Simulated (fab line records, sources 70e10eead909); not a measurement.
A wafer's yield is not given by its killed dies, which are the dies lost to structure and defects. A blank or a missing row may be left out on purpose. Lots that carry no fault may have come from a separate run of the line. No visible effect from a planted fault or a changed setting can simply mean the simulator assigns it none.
fab line records | flow nand_harc | part 2 of 2: steps 5 to 6 of 6
record: lots: 22 | wafers: 66 | last_day: 33
route steps=1302 shown A_STAIRCASE@684
lots with no fault: from the same line, run without faults
start_h: hours from the record's opening day to when the first of the lot's shown wafers began | wait_h: hours since the lot's step before | " the same as in the row above | L1.1+2: a row that stands for several wafers | - no value, or no start given | * or withheld: withheld | < > ~ a bound
route shown NAME@n: NAME is a module with steps in the file, n the number in the route of the first one | usual: average and standard deviation across the fault-free wafers | same: alike in all rows | chamber/n: place in a boat | sites: each site's reading | _std_site: the values' standard deviation | _edge_site: inner sites' mean taken away from outer sites' mean | radius_mm: how far each site lies from the wafer's centre | mask NAME#n: copy n | behind: the most recent tool/chamber to have shaped the wafer | hold: why the lot was held/for how many hours/how that ended | device: transistor that didn't switch, given as n, p or np | end of line: the route-end tests of the same wafers | step lacking rows: just its recipe | killed: dies lost to structure and defects at the first sort, not the wafer's yield | map: per-die view of a wafer (x killed, . not killed, _ where there is no die)
set.NAME: the run value of the setting; set.NAME@STEP: its run value at that earlier step | model.NAME: the simulator's own value behind a step, which no gauge read
route steps across a sampled set of lots; one table per step, one row per wafer
services: a tool's chamber out of use, with start hour (start_h, from the record's first day; less than 0 if before it), hours out, and reason
== steps ==
step: NHARC_A_STAIRCASE_TRIM_224
recipe: time_s: 211.2 | o2_flow_sccm: 500 | ar_flow_sccm: 0 | bias_w: 0 | chemistry: O2
usual: chamber_pressure_mTorr: 60.00/0.056 | drypump_motor_current_A: 5.7/0.51 | oes_product_au: 1.001/0.0081 | rf_vpp_V: 57.7/0.8 | showerhead_plenum_p_Torr: 3.51/0.12 | throttle_valve_pct: 17.036/0.0096
lot.wafer | tool        | chamber | start_h | wait_h | chamber_pressure_mTorr | drypump_motor_current_A | oes_product_au | rf_hours_counter_h | rf_vpp_V | showerhead_plenum_p_Torr | throttle_valve_pct
L074.1    | rie_diel-01 | 2       | -       | -      | 59.97                  | 5.1                     | 1.003          | 43                 | 58.8     | 3.56                     | 17.060
L074.4    | "           | 0       | "       | "      | 59.95                  | 5.7                     | 1.010          | 49                 | 57.4     | 3.43                     | 17.041
L074.3    | "           | 1       | "       | "      | 60.01                  | 5.1                     | 1.015          | 47                 | 58.0     | 3.28                     | 17.029
L075.4    | rie_diel-01 | 3       | -       | -      | 60.06                  | 5.1                     | 0.991          | 50                 | 58.8     | 3.67                     | 17.041
L075.3    | "           | 1       | "       | "      | 59.96                  | 5.1                     | 1.008          | 53                 | 56.4     | 3.27                     | 17.042
L075.6    | "           | 3       | "       | "      | 60.00                  | 5.1                     | 0.995          | -                  | 58.6     | 3.67                     | 17.047
L077.1    | rie_diel-04 | 3       | -       | -      | 59.97                  | 6.2                     | 0.991          | 4                  | 57.2     | 3.34                     | 17.041
L077.2    | "           | 0       | "       | "      | 60.04                  | 5.6                     | 0.991          | 4                  | 56.8     | 3.45                     | 17.044
L077.5    | "           | 0       | "       | "      | 60.10                  | 5.6                     | 1.001          | -                  | 57.2     | 3.45                     | 17.040
L076.1    | rie_diel-07 | 2       | -       | -      | 59.95                  | 6.7                     | 1.000          | 27                 | 57.1     | 3.59                     | 17.021
L076.2    | "           | 3       | "       | "      | 59.90                  | 5.3                     | 0.995          | 30                 | 58.1     | 3.59                     | 17.036
L076.3    | "           | 0       | "       | "      | 60.10                  | 6.3                     | 0.996          | 26                 | 57.2     | 3.45                     | 17.027
L079.3    | rie_diel-07 | 0       | -       | -      | 59.98                  | 6.2                     | 1.009          | 36                 | 57.3     | 3.44                     | 17.035
L079.2    | "           | 1       | "       | "      | 60.17                  | 5.7                     | 1.004          | 31                 | 58.1     | 3.54                     | 17.043
L079.5    | "           | 2       | "       | "      | 59.91                  | 6.7                     | 1.011          | -                  | 58.6     | 3.58                     | 17.017
L078.2    | rie_diel-04 | 1       | -       | -      | 59.97                  | 5.7                     | 1.007          | 16                 | 57.7     | 3.52                     | 17.019
L078.3    | "           | 2       | "       | "      | 60.01                  | 5.3                     | 1.005          | 17                 | 56.5     | 3.38                     | 17.024
L078.6    | "           | 1       | "       | "      | 59.92                  | 5.7                     | 0.999          | -                  | 57.3     | 3.52                     | 17.049
L080.3    | rie_diel-07 | 1       | -       | -      | 60.02                  | 5.7                     | 1.008          | 35                 | 57.7     | 3.54                     | 17.041
L080.1    | "           | 3       | "       | "      | 59.92                  | 5.4                     | 1.001          | 45                 | 58.2     | 3.58                     | 17.041
L080.6    | "           | 1       | "       | "      | 59.94                  | 5.7                     | 0.997          | -                  | 57.7     | 3.54                     | 17.043
L081.3    | rie_diel-07 | 2       | -       | -      | 60.06                  | 6.7                     | 1.008          | 41                 | 57.9     | 3.58                     | 17.038
L081.1    | "           | 3       | "       | "      | 59.92                  | 5.4                     | 1.002          | 46                 | 56.8     | 3.58                     | 17.054
L081.5    | "           | 0       | "       | "      | 60.01                  | 6.3                     | 1.013          | -                  | 57.4     | 3.44                     | 17.030
L083.2    | rie_diel-07 | 2       | -       | -      | 59.99                  | 6.7                     | 1.004          | 48                 | 58.7     | 3.58                     | 17.047
L083.4    | "           | 3       | "       | "      | 60.01                  | 5.4                     | 0.999          | 54                 | 57.4     | 3.58                     | 17.036
L083.5    | "           | 0       | "       | "      | 59.94                  | 6.3                     | 1.001          | -                  | 57.6     | 3.43                     | 17.024
L082.4    | rie_diel-01 | 1       | -       | -      | 60.06                  | 5.1                     | 0.989          | 23                 | 58.1     | 3.79                     | 17.044
L082.1    | "           | 2       | "       | "      | 60.03                  | 5.1                     | 1.001          | 24                 | 57.5     | 3.54                     | 17.044
L082.5    | "           | 0       | "       | "      | 60.07                  | 5.8                     | 1.001          | -                  | 56.8     | 3.41                     | 17.035
L088.1    | rie_diel-07 | 0       | -       | -      | 60.01                  | 6.3                     | 1.001          | 7                  | 57.3     | 3.43                     | 17.037
L088.3    | "           | 1       | "       | "      | 60.08                  | 5.7                     | 1.001          | 5                  | 58.6     | 3.53                     | 17.034
L088.5    | "           | 2       | "       | "      | 59.95                  | 6.7                     | 1.004          | -                  | 56.8     | 3.57                     | 17.042
L086.1    | rie_diel-01 | 0       | -       | -      | 59.96                  | 5.7                     | 0.995          | 43                 | 56.2     | 3.41                     | 17.037
L086.4    | "           | 1       | "       | "      | 60.03                  | 5.1                     | 0.980          | 27                 | 57.5     | 3.79                     | 17.046
L086.5    | "           | 0       | "       | "      | 59.96                  | 5.7                     | 0.991          | -                  | 60.1     | 3.41                     | 17.040
L089.2    | rie_diel-04 | 3       | -       | -      | 59.97                  | 6.2                     | 1.016          | 44                 | 57.3     | 3.32                     | 17.024
L089.5    | "           | 2       | "       | "      | 60.04                  | 5.3                     | 1.003          | -                  | 58.5     | 3.37                     | 17.027
L089.6    | "           | 3       | "       | "      | 59.97                  | 6.2                     | 0.997          | -                  | 58.3     | 3.32                     | 17.021
L087.2    | rie_diel-01 | 3       | -       | -      | 60.00                  | 5.2                     | 1.000          | 51                 | 58.6     | 3.64                     | 17.027
L087.3    | "           | 0       | "       | "      | 60.13                  | 5.7                     | 0.993          | 49                 | 57.9     | 3.40                     | 17.007
L087.1    | "           | 1       | "       | "      | 59.89                  | 5.1                     | 0.987          | 33                 | 57.9     | 3.79                     | 17.031
L090.4    | rie_diel-01 | 0       | -       | -      | 59.97                  | 5.7                     | 0.997          | 51                 | 58.6     | 3.40                     | 17.033
L090.1    | "           | 1       | "       | "      | 60.04                  | 5.1                     | 0.987          | 35                 | 58.1     | 3.79                     | 17.042
L090.5    | "           | 0       | "       | "      | 60.00                  | 5.7                     | 0.999          | -                  | 57.2     | 3.40                     | 17.030
L091.2    | rie_diel-04 | 0       | -       | -      | 59.97                  | 5.5                     | 1.010          | 47                 | 57.5     | 3.43                     | 17.039
L091.5    | "           | 1       | "       | "      | 60.01                  | 5.7                     | 1.007          | -                  | 57.9     | 3.50                     | 17.056
L091.6    | "           | 2       | "       | "      | 60.10                  | 5.3                     | 1.004          | -                  | 57.8     | 3.36                     | 17.027
L092.3    | rie_diel-01 | 1       | -       | -      | 59.98                  | 5.1                     | 0.997          | 44                 | 58.9     | 3.78                     | 17.038
L092.6    | "           | 1       | "       | "      | 60.00                  | 5.1                     | 0.994          | -                  | 59.4     | 3.78                     | 17.032
L092.5    | "           | 2       | "       | "      | 59.93                  | 5.1                     | 1.011          | -                  | 57.3     | 3.52                     | 17.026
L094.3    | rie_diel-07 | 2       | -       | -      | 60.04                  | 6.7                     | 1.011          | 30                 | 59.0     | 3.56                     | 17.036
L094.1    | "           | 3       | "       | "      | 59.97                  | 5.3                     | 1.005          | 37                 | 57.8     | 3.56                     | 17.048
L094.2    | "           | 1       | "       | "      | 60.02                  | 5.7                     | 1.001          | 30                 | 57.1     | 3.51                     | 17.033
L096.4    | rie_diel-04 | 3       | -       | -      | 59.99                  | 6.2                     | 0.999          | 5                  | 57.0     | 3.31                     | 17.040
L096.2    | "           | 0       | "       | "      | 59.94                  | 5.5                     | 1.010          | 6                  | 57.9     | 3.42                     | 17.034
L096.5    | "           | 2       | "       | "      | 59.93                  | 5.3                     | 0.992          | -                  | 57.5     | 3.36                     | 17.047
L093.3    | rie_diel-01 | 3       | -       | -      | 60.10                  | 5.1                     | 1.007          | 7                  | 60.6     | 3.63                     | 17.045
L093.1    | "           | 0       | "       | "      | 59.98                  | 5.7                     | 1.001          | 6                  | 57.7     | 3.39                     | 17.029
L093.2    | "           | 1       | "       | "      | 59.95                  | 5.1                     | 0.996          | 5                  | 58.7     | 3.78                     | 17.051
L095.2    | rie_diel-07 | 0       | -       | -      | 59.99                  | 6.3                     | 0.996          | 40                 | 56.4     | 3.41                     | 17.042
L095.4    | "           | 1       | "       | "      | 59.94                  | 5.7                     | 1.001          | 32                 | 58.3     | 3.51                     | 17.020
L095.5    | "           | 3       | "       | "      | 59.97                  | 5.3                     | 0.989          | -                  | 57.6     | 3.55                     | 17.032
L097.1    | rie_diel-07 | 2       | -       | -      | 60.04                  | 6.7                     | 1.017          | 33                 | 58.7     | 3.55                     | 17.046
L097.6    | "           | 1       | "       | "      | 59.98                  | 5.7                     | 0.996          | -                  | 56.7     | 3.51                     | 17.027
L097.5    | "           | 2       | "       | "      | 59.92                  | 6.7                     | 1.011          | -                  | 57.1     | 3.55                     | 17.045
step: NHARC_A_STAIRCASE_STRIP_238
recipe: power_w: 1500 | temp_c: 250 | chemistry: O2
usual: drypump_motor_current_A: 5.66/0.12 | heater_power_w: 371/33
lot.wafer | tool            | chamber | start_h | wait_h | drypump_motor_current_A | heater_power_w | rf_hours_counter_h
L074.1    | plasma_asher-01 | 0       | 363.67  | 0.1    | 5.45                    | 319            | 2
L074.4    | "               | 1       | "       | "      | 5.54                    | 323            | -
L074.3    | "               | 0       | "       | "      | 5.44                    | 327            | -
L075.4    | plasma_asher-02 | 1       | 382.42  | 0.2    | 5.62                    | 408            | -
L075.3    | "               | 0       | "       | "      | 5.80                    | 385            | -
L075.6    | "               | 1       | "       | "      | 5.59                    | 403            | -
L077.1    | plasma_asher-01 | 1       | 382.89  | 0.1    | 5.59                    | 323            | 5
L077.2    | "               | 0       | "       | "      | 5.43                    | 331            | 5
L077.5    | "               | 0       | "       | "      | 5.43                    | 322            | -
L076.1    | plasma_asher-02 | 0       | 388.15  | 0.1    | 5.77                    | 372            | 27
L076.2    | "               | 1       | "       | "      | 5.62                    | 406            | 27
L076.3    | "               | 0       | "       | "      | 5.80                    | 370            | -
L079.2    | plasma_asher-01 | 1       | 405.35  | 0.3    | 5.56                    | 333            | 10
L079.3    | "               | 1       | "       | "      | 5.55                    | 331            | -
L079.5    | "               | 0       | "       | "      | 5.42                    | 320            | -
L078.2    | plasma_asher-02 | 1       | 409.77  | 0.1    | 5.62                    | 403            | 33
L078.3    | "               | 0       | "       | "      | 5.77                    | 373            | -
L078.6    | "               | 0       | "       | "      | 5.75                    | 367            | -
L080.1    | plasma_asher-02 | 1       | 417.63  | 0.1    | 5.60                    | 399            | 34
L080.3    | "               | 0       | "       | "      | 5.81                    | 373            | -
L080.6    | "               | 0       | "       | "      | 5.78                    | 368            | -
L081.1    | plasma_asher-02 | 1       | 424.37  | 0.1    | 5.65                    | 404            | 34
L081.3    | "               | 0       | "       | "      | 5.81                    | 382            | -
L081.5    | "               | 1       | "       | "      | 5.63                    | 397            | -
L083.2    | plasma_asher-02 | 0       | 460.31  | 0.2    | 5.80                    | 364            | 5
L083.4    | "               | 1       | "       | "      | 5.62                    | 412            | -
L083.5    | "               | 0       | "       | "      | 5.79                    | 368            | -
L082.1    | plasma_asher-01 | 1       | 467.70  | 0.1    | 5.55                    | 332            | 23
L082.4    | "               | 1       | "       | "      | 5.58                    | 325            | -
L082.5    | "               | 0       | "       | "      | 5.42                    | 330            | -
L088.1    | plasma_asher-02 | 1       | 498.72  | 0.1    | 5.65                    | 423            | 12
L088.3    | "               | 0       | "       | "      | 5.79                    | 366            | -
L088.5    | "               | 1       | "       | "      | 5.65                    | 411            | -
L086.1    | plasma_asher-02 | 1       | 499.00  | 0.1    | 5.61                    | 400            | 12
L086.4    | "               | 1       | "       | "      | 5.64                    | 408            | -
L086.5    | "               | 1       | "       | "      | 5.65                    | 415            | -
L089.2    | plasma_asher-02 | 0       | 512.23  | 0.1    | 5.81                    | 362            | 14
L089.5    | "               | 1       | "       | "      | 5.65                    | 411            | -
L089.6    | "               | 0       | "       | "      | 5.82                    | 359            | -
L087.1    | plasma_asher-02 | 0       | 526.38  | 1.1    | 5.79                    | 361            | 21
L087.2    | "               | 1       | "       | "      | 5.66                    | 412            | 21
L087.3    | "               | 0       | "       | "      | 5.79                    | 372            | -
L090.1    | plasma_asher-02 | 0       | 532.31  | 0.1    | 5.77                    | 365            | 23
L090.4    | "               | 0       | "       | "      | 5.76                    | 355            | -
L090.5    | "               | 1       | "       | "      | 5.64                    | 413            | -
L091.2    | plasma_asher-01 | 0       | 534.39  | 0.1    | 5.43                    | 308            | 1
L091.5    | "               | 0       | "       | "      | 5.44                    | 311            | -
L091.6    | "               | 1       | "       | "      | 5.55                    | 336            | -
L092.3    | plasma_asher-02 | 1       | 554.19  | 0.2    | 5.63                    | 402            | -
L092.5    | "               | 0       | "       | "      | 5.78                    | 356            | -
L092.6    | "               | 1       | "       | "      | 5.63                    | 402            | -
L094.2    | plasma_asher-01 | 1       | 579.21  | 0.1    | 5.56                    | 338            | 8
L094.1    | "               | 0       | "       | "      | 5.42                    | 308            | 8
L094.3    | "               | 1       | "       | "      | 5.55                    | 332            | -
L096.2    | plasma_asher-02 | 0       | 579.50  | 0.1    | 5.80                    | 359            | 33
L096.4    | "               | 1       | "       | "      | 5.69                    | 419            | -
L096.5    | "               | 0       | "       | "      | 5.77                    | 356            | -
L093.2    | plasma_asher-02 | 1       | 583.07  | 0.4    | 5.64                    | 398            | 35
L093.1    | "               | 0       | "       | "      | 5.80                    | 360            | 35
L093.3    | "               | 1       | "       | "      | 5.64                    | 405            | -
L095.2    | plasma_asher-02 | 0       | 586.36  | 0.1    | 5.76                    | 360            | 36
L095.4    | "               | 0       | "       | "      | 5.77                    | 356            | -
L095.5    | "               | 1       | "       | "      | 5.67                    | 409            | -
L097.1    | plasma_asher-02 | 0       | 593.33  | 0.1    | 5.76                    | 359            | 37
L097.6    | "               | 1       | "       | "      | 5.62                    | 417            | -
L097.5    | "               | 0       | "       | "      | 5.78                    | 363            | -
== services ==
tool            | chamber | start_h | hours | kind
plasma_asher-02 | -       | 340.77  | 1.2   | repair
rie_diel-07     | 0       | 352.47  | -     | clean
rie_diel-07     | 1       | 352.47  | -     | clean
rie_diel-04     | -       | 357.29  | 9.0   | pm
rie_diel-01     | 2       | 357.92  | 4.0   | repair
rie_diel-04     | 1       | 377.71  | 4.7   | repair
rie_diel-01     | -       | 381.75  | 9.0   | pm
rie_diel-07     | 1       | 405.40  | 4.9   | repair
rie_diel-01     | 3       | 406.68  | 5.1   | repair
plasma_asher-02 | -       | 426.47  | 9.0   | pm
rie_diel-04     | 2       | 439.61  | 1.2   | repair
rie_diel-07     | -       | 472.81  | 9.0   | pm
rie_diel-01     | 1       | 474.69  | 16.8  | repair
rie_diel-01     | 0       | 491.18  | 4.9   | repair
plasma_asher-01 | -       | 494.12  | 1.4   | repair
rie_diel-01     | 2       | 514.02  | 7.7   | repair
plasma_asher-01 | -       | 519.56  | 9.0   | pm
rie_diel-04     | 0       | 520.71  | 8.1   | repair
rie_diel-04     | -       | 534.29  | 9.0   | pm
rie_diel-01     | -       | 560.44  | 9.0   | pm
rie_diel-04     | 0       | 563.20  | 2.9   | repair
plasma_asher-01 | -       | 576.84  | 1.6   | repair
plasma_asher-01 | -       | 580.66  | 3.7   | repair
rie_diel-04     | 2       | 588.21  | 18.9  | repair
